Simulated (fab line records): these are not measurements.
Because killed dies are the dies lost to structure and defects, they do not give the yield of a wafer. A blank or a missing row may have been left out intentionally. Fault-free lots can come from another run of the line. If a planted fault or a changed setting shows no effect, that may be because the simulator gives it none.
A lot that was struck, set against a sound lot    flow n5 finfet    41 out of 1938 route steps
Sound: the wafers L440.1, L440.2, L440.6. Struck: wafer L432.2. (L432.4 of the same lot was not struck and is left out.) The cause comes at the end.
For every step that has rows: the tool of each side, followed by ch and its chambers, followed by its first start. Under that, the readings that differ: sound wafers    struck wafers    difference of the means    sigmas: that difference in standard deviations of wafers without a fault.
alike: same words and numbers on both sides, and readings whose means sit less than 2 such deviations apart. not compared: any withheld reading, any reading some wafer has no value for, any bound like >300 that may hide the same value, and any number with overlapping values for which the record gives no deviation.
Wherever a step has rows on one side only, a row that says differs or no value, or a row with sigmas, the two part there. Non-overlapping numbers with no deviation appear without sigmas and do not part them. A reading missing from all wafers of one side parts the sides only when that side holds two or more wafers.

first, 12 steps without rows for these wafers: N5_HKMG_FIN_STRIP_33 (strips in N2/H2); N5_HKMG_FIN_STRIP_34 (strips in CF4); N5_HKMG_FIN_ETCH_35 (etches SOC in N2/H2, target depth 215.8 nm, time 243.4 s); N5_HKMG_FIN_STRIP_92 (strips SOC in N2/H2, time 20 s); N5_HKMG_FIN_WET_ETCH_18 (etches TiN in SC1, time 55 s, target depth 5.2 nm, rinse time 30 s); N5_HKMG_FIN_STRIP_19 (strips in N2/H2, time 360 s); N5_HKMG_FIN_ALD_91 (deposits TiN, target thk 1 nm, pulse time 1 s, purge time 3 s); N5_HKMG_FIN_COAT_85 (time 60 s, resist thk 300 nm); N5_HKMG_FIN_ETCH_86 (etches SOC in N2/H2, stops on TiN, target depth 393.2 nm); N5_HKMG_FIN_STRIP_89 (strips SOC in N2/H2, time 20 s); N5_HKMG_FIN_WET_ETCH_87 (etches TiN in SC1, time 154.2 s, target depth 4.7 nm, rinse time 30 s); N5_HKMG_FIN_STRIP_88 (strips in N2/H2, time 360 s).
N5_HKMG_FIN_NWFM_ALD_20: deposits TiAlC, target thk 2 nm, pulse time 3 s, purge time 2 s.
  sound on ald metal-01 ch 0,1,3, day 9 17:35; struck on ald metal-03 ch 1, day 7 22:53
reading                                          sound  struck  difference  sigmas
ald cycles                                       7 7 7  5       -2          
model.TiAlC_of_HKMG_FIN_NWFM_ALD_20.thk nm (nm)  2 2 2  1.4     -0.6        
  alike: heater power w, precursor pulse height rel
then, 26 steps without rows for these wafers: N5_HKMG_FIN_ALD_71 (deposits TiN, target thk 1 nm, pulse time 1 s, purge time 3 s); N5_HKMG_FIN_COAT_66 (time 60 s, resist thk 300 nm); N5_HKMG_FIN_ETCH_67 (etches SOC in N2/H2, stops on TiN, target depth 388.9 nm); N5_HKMG_FIN_STRIP_90 (strips SOC in N2/H2, time 20 s); N5_HKMG_FIN_WET_ETCH_73 (etches the open film in SC1, time 42.3 s, target depth 1.3 nm, rinse time 30 s); N5_HKMG_FIN_ETCHBACK_68 (etches the open film in Cl2/Ar, stops on HfO2, target depth 0.5 nm); N5_HKMG_FIN_STRIP_69 (strips in N2/H2, time 360 s); N5_HKMG_FIN_ALD_21 (deposits TiN, target thk 1.5 nm, pulse time 1 s, purge time 3 s); N5_HKMG_FIN_ALD_72 (deposits W, target thk 2 nm, pulse time 1 s, purge time 2 s); N5_HKMG_FIN_W_FILL_22 (material W, target thk 60 nm, time 18.2 s); N5_HKMG_FIN_PRECLEAN_83 (cleans in DIW, time 57.5 s); N5_HKMG_FIN_SRD_84 (dry time 32 s); N5_HKMG_FIN_CMP_23 (polishes, stops on SiNx, t overpolish 10 s, target thk 46.326 nm); N5_HKMG_FIN_CMP_94 (polishes, stops on SiNx, t overpolish 4.7 s, target thk 43.299 nm); N5_GATE_CUT_ETCHBACK_00 (etches W in SF6/Cl2); N5_GATE_CUT_ETCH_56 (etches TiN in Cl2/Ar, target depth 21.6 nm); N5_GATE_CUT_ETCHBACK_30 (etches TiN in Cl2/Ar, target depth 3 nm); N5_GATE_CUT_VAPOR_ETCH_60 (etches HfO2 in BCl3/Cl2); N5_GATE_CUT_ETCH_58 (etches SiNx in CH3F/O2, target depth 17 nm, time 128.6 s); N5_GATE_CUT_STRIP_59 (strips in N2/H2, time 20 s); N5_GATE_CUT_PRECLEAN_31 (cleans in DIW, time 300 s); N5_GATE_CUT_SRD_32 (time 30 s); N5_GATE_CUT_SAC_CAP_01 (material SiNx, target thk 24 nm, pulse time 1 s, ald cycles 480); N5_GATE_CUT_PECVD_57 (deposits SiNx from SiH4/NH3/N2, target thk 21 nm); N5_GATE_CUT_CMP_02 (polishes, stops on SiO2, t overpolish 12.7 s, target thk 0 nm); N5_GATE_CUT_HM_DEP_46 (deposits SiO2 from TEOS/O2, target thk 130 nm, time 26.6 s).
-- a jump in the record: the struck wafers' starts before and after are 6 days apart (it breaks off in module GATE_CUT and resumes in module BEOL_M4, where the first step shown is number 1111 of the route) --
N5_BEOL_M4_RC_MEAS_101:
  sound on prober-02 ch 0, day 15 02:02; struck on prober-02 ch 0, day 13 14:16
reading              sound                       struck    difference  sigmas
IOFF_N (nA/um)       0.11 0.11 0.11              0.03      -0.08       -2
IOFF_N_85C (nA/um)   2.3 2.3 2.2                 0.7       -1.6        -3
IOFF_N_LIN (nA/um)   0.055 0.056 0.054           0.011     -0.044      -3
IOFF_N_LONG (nA/um)  5.62e-05 5.63e-05 5.74e-05  2.5e-05   -3.2e-05    -18
IOFF_P (nA/um)       0.14 0.15 0.13              0.32      +0.18       +5
IOFF_P_85C (nA/um)   2.5 2.7 2.5                 5.3       +2.7        +5
IOFF_P_LIN (nA/um)   0.073 0.078 0.072           0.153     +0.079      +6
IOFF_P_LONG (nA/um)  9.9e-05 0.000101 0.000103   0.000155  +0.000054   +8
ION_N (uA/um)        658 669 657                 547       -114        -9
ION_P (uA/um)        455 459 447                 474       +20         +3
VT_N (mV)            257 255 253                 300       +45         +13
VT_N_LONG (mV)       273.4 274.0 275.8           328.4     +54.0       +28
VT_N_LVT (mV)        103 102 103                 152       +49         +14
VT_P (mV)            -258 -256 -255              -240      +16         +5
VT_P_LONG (mV)       -276.5 -279.8 -277.4        -262.0    +15.9       +6
VT_P_LVT (mV)        -105.3 -104.3 -105.6        -87.1     +18.0       +7
  alike: DIBL_N, DIBL_P, SS_N, SS_P
-- record jumps: 5 days separate the struck wafers' starts on either side; left off in module BEOL_M4, taken up again in module PASSIVATION, whose first shown step is the route's number 1936 --
N5_PASSIVATION_PROBE_49:
  sound: prober-02 at day 19 20:31; struck: prober-02 at day 18 10:43
reading               sound           struck  difference  sigmas
sort_bin_8_speed (%)  0 0 0           91.61   +91.61      +99 or more
sort n pass           1106 1077 1070  0       -1084       -64
sort yield pct (%)    93.7 91.3 90.7  0       -92         -66
  alike: defect limited yield, killed_at_M0_to_M3, killed_at_M4_up, killed at contacts, killed at front end, killed at other, killed dies, killed open, killed short, sort_bin_5_function, sort_bin_6_memory

## WHERE THEY PART
Earliest at N5_BEOL_M4_RC_MEAS_101; latest, in this record, at N5_PASSIVATION_PROBE_49.

WHY: whatever the simulator had introduced
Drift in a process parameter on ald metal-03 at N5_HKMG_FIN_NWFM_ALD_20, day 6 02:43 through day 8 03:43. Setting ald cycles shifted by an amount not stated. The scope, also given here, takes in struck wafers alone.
